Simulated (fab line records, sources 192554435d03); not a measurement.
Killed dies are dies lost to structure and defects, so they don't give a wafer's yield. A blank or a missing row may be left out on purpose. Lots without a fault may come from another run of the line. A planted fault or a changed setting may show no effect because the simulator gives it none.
A struck lot beside a sound one | flow n5_finfet | 38 steps out of a route of 1938
Sound: wafers L679.3, L679.5, L679.6. Struck: wafers L676.2, L676.3, L676.4. The cause comes at the end.
At each step with rows: each side's tool, then ch and its chambers, then its first start. Under that, the readings that differ: sound wafers | struck wafers | difference of the means | sigmas: that difference in standard deviations of wafers without a fault.
alike: readings whose means differ by less than 2 such deviations, and words and numbers that are the same on both sides. not compared: withheld readings, readings that some wafer has no value for, bounds like >300 that may hide the same value, and numbers for which the record gives no deviation and whose values overlap.
The two part at a step that has a row with sigmas, a row that says differs or no value, or rows on one side only. Numbers that don't overlap but have no deviation are shown without sigmas and don't part them. A reading that every wafer of one side lacks parts them only if that side has two wafers or more.

first, 9 steps without rows for these wafers: N5_BEOL_M4_ANNEAL_95 (time 240 s); N5_BEOL_M4_SPUTTER_96 (material Cu, target thk 4.5 nm, time 8.29 s); N5_BEOL_M4_ECD_50 (material Cu, target thk 300 nm); N5_BEOL_M4_ANNEAL_51 (time 90 s); N5_BEOL_M4_CMP_52 (polishes, stops on SiOC, t overpolish 6.8 s, target thk 40 nm); N5_BEOL_M4_PRE_CLEAN_60 (time 15 s); N5_BEOL_M4_CO_CAP_55 (material Co, precursor CCTBA/H2, target thk 2 nm, time 102.1 s); N5_BEOL_M4_PRE_CLEAN_56 (time 15 s); N5_BEOL_M4_DEP_57 (deposits SiCN from 3MS/NH3, target thk 8 nm, time 14 s).
N5_BEOL_M4_RC_MEAS_101:
  sound on prober-02 ch 0, day 14 05:02; struck on prober-02 ch 0, day 13 02:50
  alike: DIBL_N, DIBL_P, IOFF_N, IOFF_P, ION_N, ION_P, SS_N, SS_P, VT_N, VT_P
then, 24 steps without rows for these wafers: N5_BEOL_M5_ILD_DEP_00 (deposits SiCOH lowk from DEMS/porogen, target thk 140.64 nm, time 25.9 s); N5_BEOL_M5_CURE_79 (cures SiCOH lowk, time 240 s); N5_BEOL_M5_PECVD_70 (deposits SiO2 from TEOS/O2, target thk 16 nm, time 18 s); N5_BEOL_M5_HM_DEP_02 (deposits TiN, target thk 20 nm); N5_BEOL_M5_COAT_59 (time 60 s, resist thk 60 nm); N5_BEOL_M5_COAT_60 (time 60 s, resist thk 12 nm); N5_BEOL_M5_COAT_71 (time 60 s, resist thk 5 nm); N5_BEOL_M5_COAT_05 (resist thk 30 nm); N5_BEOL_M5_EBR_07; N5_BEOL_M5_SOFTBAKE_06 (time 60 s); N5_BEOL_M5_EXPOSE_08 (exposes mask M5, target cd 28 nm); N5_BEOL_M5_PEB_09 (peb time 60 s); N5_BEOL_M5_DEVELOP_10 (develop time 30 s); N5_BEOL_M5_DESCUM_16 (chemistry O2, time 7 s); N5_BEOL_M5_ETCH_72 (etches underlayer in N2/H2, target depth 6.5 nm, time 5.2 s); N5_BEOL_M5_ETCH_61 (etches SiARC in CF4, target depth 15.6 nm, time 26 s); N5_BEOL_M5_ETCH_62 (etches SOC in N2/H2, target depth 75 nm, overetch 15 nm, time 112.5 s); N5_BEOL_M5_STRIP_63 (strips in N2/H2); N5_BEOL_M5_STRIP_73 (strips in N2/H2); N5_BEOL_M5_STRIP_64 (strips in CF4); N5_BEOL_M5_HM_OPEN_17 (chemistry Cl2/BCl3, target TiN, target depth 20 nm, overetch 6 nm); N5_BEOL_M5_STRIP_19 (strips in O2); N5_BEOL_M5_COAT_65 (time 60 s, resist thk 60 nm); N5_BEOL_M5_COAT_66 (time 60 s, resist thk 12 nm).
N5_BEOL_M9_STRIP_19: strips in O2.
  sound on rie_diel-04 ch 0,1,2, day 15 21:54; struck on rie_diel-03 ch 0,1,2, day 15 01:02
  no value came back on the struck wafers for any of 7 readings (bias_power_w (W), chamber_pressure_mTorr (mTorr) and others); on the sound wafers bias_power_w (W) reads 0 0 0
  reading                                  | sound | struck       | difference | sigmas
  model.SOC_of_BEOL_M9_COAT_59.thk_nm (nm) | 0 0 0 | 92.2 92.2 92 | +92.1      |
  not compared: rf_hours_counter_h
N5_BEOL_M9_ETCH_66: etches SOC in N2/H2, target depth 80 nm, overetch 16 nm, time 120 s.
  sound on rie_diel-04 ch 1,2, day 15 22:37; struck on rie_diel-06 ch 0,2,3, day 15 01:49
  reading                  | sound            | struck            | difference | sigmas
  oes_product_au (a.u.)    | 0.58 0.74 0.58   | 0.77 0.84 0.88    | +0.20      | +3
  model.etch.depth_nm (nm) | 60.03 60.05 59.9 | 95.36 96.21 97.15 | +36.25     |
  alike: bias_w, drypump_motor_current_A, rf_vpp_V, showerhead_plenum_p_Torr, throttle_valve_pct
  not compared: rf_hours_counter_h
N5_BEOL_M9_VIA_ETCH_34: etches SiCOH lowk in C4F6/O2, target depth 182.4 nm, time 68.4 s.
  sound on rie_diel-04 ch 1,2, day 15 22:43; struck on rie_diel-06 ch 0,2,3, day 15 01:55
  reading               | sound          | struck         | difference | sigmas
  oes_product_au (a.u.) | 0.77 0.99 0.77 | 0.29 0.31 0.33 | -0.53      | -6
  alike: bias_w, drypump_motor_current_A, mfc_ar_sccm, oes_f_703_au, rf_vpp_V, showerhead_plenum_p_Torr, throttle_valve_pct
  not compared: rf_hours_counter_h
-- the record jumps here: 3 days lie between the struck wafers' starts before and after (it left off in module BEOL_M9 and takes up again in module PASSIVATION, whose first step shown is number 1936 of the route) --
N5_PASSIVATION_PROBE_49:
  the record has rows for the struck wafers here (prober-01, day 17 14:51) and none for the sound ones

WHERE THEY PART
First at N5_BEOL_M9_STRIP_19; last, within this record, at N5_PASSIVATION_PROBE_49.

WHY: what the simulator had put in
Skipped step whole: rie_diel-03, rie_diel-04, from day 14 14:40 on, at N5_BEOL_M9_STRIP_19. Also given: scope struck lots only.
